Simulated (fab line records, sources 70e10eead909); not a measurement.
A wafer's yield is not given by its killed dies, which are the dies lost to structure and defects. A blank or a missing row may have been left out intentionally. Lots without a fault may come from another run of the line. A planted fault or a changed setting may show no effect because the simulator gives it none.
Which tool did it? / flow nand harc / Sampling: 10 lots, 30 wafers, 8 of 1302 route steps

WHAT THE GAUGES READ, wafer by wafer
NHARC_P_STI_CD_MEAS_09: target cd 200 nm. Usual: 199 nm for cd nm, sd 3.3.
lot=L519; measured=day 2 22:41; on=cd sem-02; cd nm (nm)=199 201 196; flag=
lot=L520; measured=day 3 09:04; on=cd sem-03; cd nm (nm)=205 207 202; flag=
lot=L521; measured=day 3 19:30; on=cd sem-03; cd nm (nm)=205 202 198; flag=
lot=L522; measured=day 4 02:56; on=cd sem-01; cd nm (nm)=184 185 191 184 185 191; flag=OFF
lot=L528; measured=day 6 13:15; on=cd sem-02; cd nm (nm)=199 195 200; flag=
lot=L533; measured=day 8 16:49; on=cd sem-01; cd nm (nm)=201 205 201; flag=
lot=L537; measured=day 10 06:14; on=cd sem-01; cd nm (nm)=202 197 201; flag=
lot=L538; measured=day 10 23:09; on=cd sem-01; cd nm (nm)=200 200 203; flag=
lot=L540; measured=day 11 12:29; on=cd sem-02; cd nm (nm)=197 200 199; flag=
lot=L542; measured=day 12 08:26; on=cd sem-02; cd nm (nm)=200 200 201; flag=

NHARC_P_STI_INSPECT_11. Usual: 4.9 for raw defect count, sd 2.5.
lot=L519; measured=day 2 22:50; on=defect inspect-02; raw defect count=5 3 0; flag=
lot=L520; measured=day 3 09:11; on=defect inspect-02; raw defect count=5 4 8; flag=
lot=L521; measured=day 3 19:37; on=defect inspect-02; raw defect count=7 4 4; flag=
lot=L522; measured=day 4 05:40; on=defect inspect-02; raw defect count=2 4 1; flag=
lot=L528; measured=day 6 13:22; on=defect inspect-01; raw defect count=9 4 3; flag=
lot=L533; measured=day 8 16:56; on=defect inspect-02; raw defect count=2 8 5; flag=
lot=L537; measured=day 10 06:22; on=defect inspect-01; raw defect count=8 3 9; flag=
lot=L538; measured=day 10 23:16; on=defect inspect-01; raw defect count=3 2 1; flag=
lot=L540; measured=day 11 12:36; on=defect inspect-01; raw defect count=5 4 5; flag=
lot=L542; measured=day 12 08:33; on=defect inspect-02; raw defect count=2 2 5; flag=

NHARC_P_STI_OCD_MEAS_17. Usual: trench depth nm 300 nm, standard deviation 4.4; trench foot cd nm 157 nm, standard deviation 3.4.
lot=L519; measured=day 2 23:32; on=ocd-01; trench depth nm (nm)=295 299 305; trench foot cd nm (nm)=158 160 153; flag=
lot=L520; measured=day 3 09:52; on=ocd-01; trench depth nm (nm)=296 296 304; trench foot cd nm (nm)=163 166 159; flag=
lot=L521; measured=day 3 20:17; on=ocd-01; trench depth nm (nm)=301 297 300; trench foot cd nm (nm)=162 160 156; flag=
lot=L522; measured=day 4 12:31; on=ocd-01; trench depth nm (nm)=302 300 301 301 300 302; trench foot cd nm (nm)=142 143 149 142 144 149; flag=OFF
lot=L528; measured=day 6 14:04; on=ocd-01; trench depth nm (nm)=296 300 300; trench foot cd nm (nm)=157 153 158; flag=
lot=L533; measured=day 8 17:37; on=ocd-02; trench depth nm (nm)=305 306 307; trench foot cd nm (nm)=158 163 158; flag=
lot=L537; measured=day 10 07:02; on=ocd-01; trench depth nm (nm)=304 302 298; trench foot cd nm (nm)=159 155 160; flag=
lot=L538; measured=day 10 23:56; on=ocd-02; trench depth nm (nm)=296 304 299; trench foot cd nm (nm)=158 157 161; flag=
lot=L540; measured=day 11 13:18; on=ocd-02; trench depth nm (nm)=300 301 304; trench foot cd nm (nm)=155 158 156; flag=
lot=L542; measured=day 12 09:40; on=ocd-01; trench depth nm (nm)=303 292 307; trench foot cd nm (nm)=157 160 158; flag=

NHARC_P_STI_OCD_MEAS_43. Usual: trench depth nm 300 nm, standard deviation 4.3; trench foot cd nm 157 nm, standard deviation 3.4.
lot=L519; measured=day 3 00:02; on=ocd-02; trench depth nm (nm)=296 299 305; trench foot cd nm (nm)=157 160 154; flag=
lot=L520; measured=day 3 10:22; on=ocd-02; trench depth nm (nm)=296 297 304; trench foot cd nm (nm)=163 166 159; flag=
lot=L521; measured=day 3 20:47; on=ocd-02; trench depth nm (nm)=301 297 301; trench foot cd nm (nm)=163 160 156; flag=
lot=L522; measured=day 4 21:20; on=ocd-01; trench depth nm (nm)=301 300 301; trench foot cd nm (nm)=142 144 150; flag=OFF
lot=L528; measured=day 6 14:35; on=ocd-02; trench depth nm (nm)=296 301 300; trench foot cd nm (nm)=157 153 158; flag=
lot=L533; measured=day 8 18:08; on=ocd-01; trench depth nm (nm)=305 306 307; trench foot cd nm (nm)=158 163 158; flag=
lot=L537; measured=day 10 07:32; on=ocd-02; trench depth nm (nm)=305 302 297; trench foot cd nm (nm)=160 155 159; flag=
lot=L538; measured=day 11 00:26; on=ocd-01; trench depth nm (nm)=296 304 299; trench foot cd nm (nm)=158 157 162; flag=
lot=L540; measured=day 11 13:49; on=ocd-02; trench depth nm (nm)=300 301 304; trench foot cd nm (nm)=154 159 156; flag=
lot=L542; measured=day 12 10:11; on=ocd-02; trench depth nm (nm)=303 292 307; trench foot cd nm (nm)=157 160 158; flag=

NHARC_END_SORT_01. Usual: killed at array 61, standard deviation 24; killed at other 1.2, standard deviation 1.3; killed at periphery 3.7, standard deviation 2.6; killed dies 66, standard deviation 23; killed open 3.3, standard deviation 1.8; killed short 2.4, standard deviation 1.6.
lot=L522; measured=day 26 03:32; on=prober-02; killed at array=82 84; killed at other=1 1; killed at periphery=2 4; killed dies=85 89; killed open=1 1; killed short=1 1; flag=
lot=L533; measured=day 30 20:33; on=prober-01; killed at array=57 47; killed at other=3 1; killed at periphery=6 5; killed dies=66 53; killed open=1 3; killed short=2 1; flag=
lot=L538; measured=day 33 09:56; on=prober-01; killed at array=29 34; killed at other=2 4; killed at periphery=9 7; killed dies=40 45; killed open=4 1; killed short=1 2; flag=
lot=L540; measured=day 33 20:54; on=prober-01; killed at array=67; killed at other=0; killed at periphery=3; killed dies=70; killed open=5; killed short=4; flag=

EACH LOT AND THE TOOL THAT RAN IT (in order: tool; ch and the chambers of the sampled wafers; start)
lot=L519; NHARC_P_ZERO_WELL_ETCH_63=rie si-02 ch 0,1,3, day 1 21:43; NHARC_P_STI_EXPOSE_06=krf scanner-01 ch 0, day 2 22:32; NHARC_P_STI_DESCUM_14=rie diel-09 ch 1,2, day 2 22:59
lot=L520; NHARC_P_ZERO_WELL_ETCH_63=rie si-02 ch 1,2,3, day 2 07:34; NHARC_P_STI_EXPOSE_06=krf scanner-01 ch 0, day 3 08:55; NHARC_P_STI_DESCUM_14=rie diel-08 ch 2,3, day 3 09:20
lot=L521; NHARC_P_ZERO_WELL_ETCH_63=rie si-05 ch 0,1, day 2 17:40; NHARC_P_STI_EXPOSE_06=krf scanner-02 ch 0, day 3 19:21; NHARC_P_STI_DESCUM_14=rie diel-09 ch 0,1,3, day 3 19:47
lot=L522; NHARC_P_ZERO_WELL_ETCH_63=rie si-05 ch 1,3, day 3 03:40; NHARC_P_STI_EXPOSE_06=krf scanner-01 ch 0, day 4 02:47; NHARC_P_STI_DESCUM_14=rie diel-09 ch 0,1,3, day 4 05:49
lot=L528; NHARC_P_ZERO_WELL_ETCH_63=rie si-03 ch 1,2,3, day 5 15:33; NHARC_P_STI_EXPOSE_06=krf scanner-01 ch 0, day 6 13:05; NHARC_P_STI_DESCUM_14=rie diel-08 ch 1,2, day 6 13:32
lot=L533; NHARC_P_ZERO_WELL_ETCH_63=rie si-02 ch 1,2,3, day 7 17:41; NHARC_P_STI_EXPOSE_06=krf scanner-02 ch 0, day 8 16:40; NHARC_P_STI_DESCUM_14=rie diel-05 ch 0,1,3, day 8 17:05
lot=L537; NHARC_P_ZERO_WELL_ETCH_63=rie si-05 ch 1,2,3, day 9 09:37; NHARC_P_STI_EXPOSE_06=krf scanner-01 ch 0, day 10 06:05; NHARC_P_STI_DESCUM_14=rie diel-09 ch 0,3, day 10 06:30
lot=L538; NHARC_P_ZERO_WELL_ETCH_63=rie si-05 ch 0,2,3, day 9 19:40; NHARC_P_STI_EXPOSE_06=krf scanner-01 ch 0, day 10 23:00; NHARC_P_STI_DESCUM_14=rie diel-05 ch 1,2,3, day 10 23:25
lot=L540; NHARC_P_ZERO_WELL_ETCH_63=rie si-02 ch 0,1, day 10 15:35; NHARC_P_STI_EXPOSE_06=krf scanner-03 ch 0, day 11 12:20; NHARC_P_STI_DESCUM_14=rie diel-05 ch 2,3, day 11 12:46
lot=L542; NHARC_P_ZERO_WELL_ETCH_63=rie si-03 ch 1,3, day 11 11:40; NHARC_P_STI_EXPOSE_06=krf scanner-03 ch 0, day 12 08:17; NHARC_P_STI_DESCUM_14=rie diel-08 ch 2,3, day 12 08:41
- NHARC_P_ZERO_WELL_ETCH_63: etches the open film in HBr/Cl2, target depth 120 nm, time 40.1 s.
- NHARC_P_STI_EXPOSE_06: exposes mask P STI, target cd 200 nm.
- NHARC_P_STI_DESCUM_14: chemistry O2, time 3 s.

AS READ BY THE TOOLS THEMSELVES (means over the sampled wafers that have a number; for cases with no such wafer, the mark the record gives instead)
NHARC_P_ZERO_WELL_ETCH_63. Usual: drypump motor current A 5.6 A, standard deviation 0.49; oes product au 0.997 a.u., standard deviation 0.015; rf fwd power W 394.9 W, standard deviation 2.2; throttle valve pct 26.405 %, standard deviation 0.0094.
lot=L519; tool=rie si-02; drypump motor current A (A)=5.5; oes product au (a.u.)=1.014; rf fwd power W (W)=392.7; throttle valve pct (%)=26.404; flag=
lot=L520; tool=rie si-02; drypump motor current A (A)=5.4; oes product au (a.u.)=0.993; rf fwd power W (W)=394.1; throttle valve pct (%)=26.411; flag=
lot=L521; tool=rie si-05; drypump motor current A (A)=5.9; oes product au (a.u.)=1.000; rf fwd power W (W)=395.2; throttle valve pct (%)=26.413; flag=
lot=L522; tool=rie si-05; drypump motor current A (A)=5.9; oes product au (a.u.)=1.001; rf fwd power W (W)=395.6; throttle valve pct (%)=26.419; flag=
lot=L528; tool=rie si-03; drypump motor current A (A)=5.1; oes product au (a.u.)=1.002; rf fwd power W (W)=396.8; throttle valve pct (%)=26.408; flag=
lot=L533; tool=rie si-02; drypump motor current A (A)=5.4; oes product au (a.u.)=0.985; rf fwd power W (W)=394.5; throttle valve pct (%)=26.401; flag=
lot=L537; tool=rie si-05; drypump motor current A (A)=6.1; oes product au (a.u.)=1.009; rf fwd power W (W)=395.6; throttle valve pct (%)=26.405; flag=
lot=L538; tool=rie si-05; drypump motor current A (A)=5.9; oes product au (a.u.)=1.007; rf fwd power W (W)=395.6; throttle valve pct (%)=26.406; flag=
lot=L540; tool=rie si-02; drypump motor current A (A)=5.4; oes product au (a.u.)=0.988; rf fwd power W (W)=390.6; throttle valve pct (%)=26.401; flag=
lot=L542; tool=rie si-03; drypump motor current A (A)=5.0; oes product au (a.u.)=0.993; rf fwd power W (W)=394.0; throttle valve pct (%)=26.403; flag=

NHARC_P_STI_EXPOSE_06. Usual: 0.0 nm for focus offset nm, sd 0.48.
lot=L519; tool=krf scanner-01; focus offset nm (nm)=-0.0; flag=
lot=L520; tool=krf scanner-01; focus offset nm (nm)=0.1; flag=
lot=L521; tool=krf scanner-02; focus offset nm (nm)=0.4; flag=
lot=L522; tool=krf scanner-01; focus offset nm (nm)=0.2; flag=
lot=L528; tool=krf scanner-01; focus offset nm (nm)=0.0; flag=
lot=L533; tool=krf scanner-02; focus offset nm (nm)=0.1; flag=
lot=L537; tool=krf scanner-01; focus offset nm (nm)=0.1; flag=
lot=L538; tool=krf scanner-01; focus offset nm (nm)=-0.8; flag=
lot=L540; tool=krf scanner-03; focus offset nm (nm)=-0.7; flag=
lot=L542; tool=krf scanner-03; focus offset nm (nm)=-0.4; flag=

NHARC_P_STI_DESCUM_14. Usual: drypump motor current A 5.8 A, standard deviation 0.42; oes product au 0.989 a.u., standard deviation 0.012; rf vpp V 57.8 V, standard deviation 0.83; showerhead plenum p Torr 1.91 Torr, standard deviation 0.083; throttle valve pct 11.311 %, standard deviation 0.0085.
lot=L519; tool=rie diel-09; drypump motor current A (A)=5.4; oes product au (a.u.)=0.982; rf vpp V (V)=57.5; showerhead plenum p Torr (Torr)=1.81; throttle valve pct (%)=11.308; flag=
lot=L520; tool=rie diel-08; drypump motor current A (A)=6.0; oes product au (a.u.)=0.986; rf vpp V (V)=58.2; showerhead plenum p Torr (Torr)=2.00; throttle valve pct (%)=11.312; flag=
lot=L521; tool=rie diel-09; drypump motor current A (A)=5.9; oes product au (a.u.)=0.997; rf vpp V (V)=57.1; showerhead plenum p Torr (Torr)=1.89; throttle valve pct (%)=11.308; flag=
lot=L522; tool=rie diel-09; drypump motor current A (A)=5.8; oes product au (a.u.)=1.002; rf vpp V (V)=57.3; showerhead plenum p Torr (Torr)=1.89; throttle valve pct (%)=11.310; flag=
lot=L528; tool=rie diel-08; drypump motor current A (A)=6.0; oes product au (a.u.)=0.993; rf vpp V (V)=58.4; showerhead plenum p Torr (Torr)=1.97; throttle valve pct (%)=11.312; flag=
lot=L533; tool=rie diel-05; drypump motor current A (A)=5.8; oes product au (a.u.)=0.975; rf vpp V (V)=58.1; showerhead plenum p Torr (Torr)=1.96; throttle valve pct (%)=11.311; flag=
lot=L537; tool=rie diel-09; drypump motor current A (A)=6.1; oes product au (a.u.)=0.996; rf vpp V (V)=57.1; showerhead plenum p Torr (Torr)=1.97; throttle valve pct (%)=11.305; flag=
lot=L538; tool=rie diel-05; drypump motor current A (A)=6.1; oes product au (a.u.)=0.996; rf vpp V (V)=57.4; showerhead plenum p Torr (Torr)=1.91; throttle valve pct (%)=11.316; flag=
lot=L540; tool=rie diel-05; drypump motor current A (A)=6.1; oes product au (a.u.)=1.010; rf vpp V (V)=57.8; showerhead plenum p Torr (Torr)=1.85; throttle valve pct (%)=11.319; flag=
lot=L542; tool=rie diel-08; drypump motor current A (A)=6.0; oes product au (a.u.)=1.004; rf vpp V (V)=58.7; showerhead plenum p Torr (Torr)=1.99; throttle valve pct (%)=11.310; flag=

THE ANSWER, worked out from the rows above alone
Rule: a lot is off if the mean of its wafers that have a number lies more than 3 standard deviations from the usual mean. A lot without any number at a reading at which 4 lots or more have one is off too. The other lots that the step has rows for count as sound. First the gauges in route order, then the tools' own readings, where a lot's mean is used as printed above. At the first step where some lot is off, the reading lying furthest off is the one used; lots without a number count as furthest.
Off: L522, at NHARC_P_STI_CD_MEAS_09 (cd nm).
A tool fits if, at a process step before that reading, it ran every lot that is off, and no sound lot after the first of them. Not tried: the gauges at NHARC_P_STI_CD_MEAS_09; whatever is off there is also off at NHARC_P_STI_OCD_MEAS_17, on other tools, and gauge error can't account for it. Of those tried, none fits.

WHAT HAD BEEN PUT IN BY THE SIMULATOR
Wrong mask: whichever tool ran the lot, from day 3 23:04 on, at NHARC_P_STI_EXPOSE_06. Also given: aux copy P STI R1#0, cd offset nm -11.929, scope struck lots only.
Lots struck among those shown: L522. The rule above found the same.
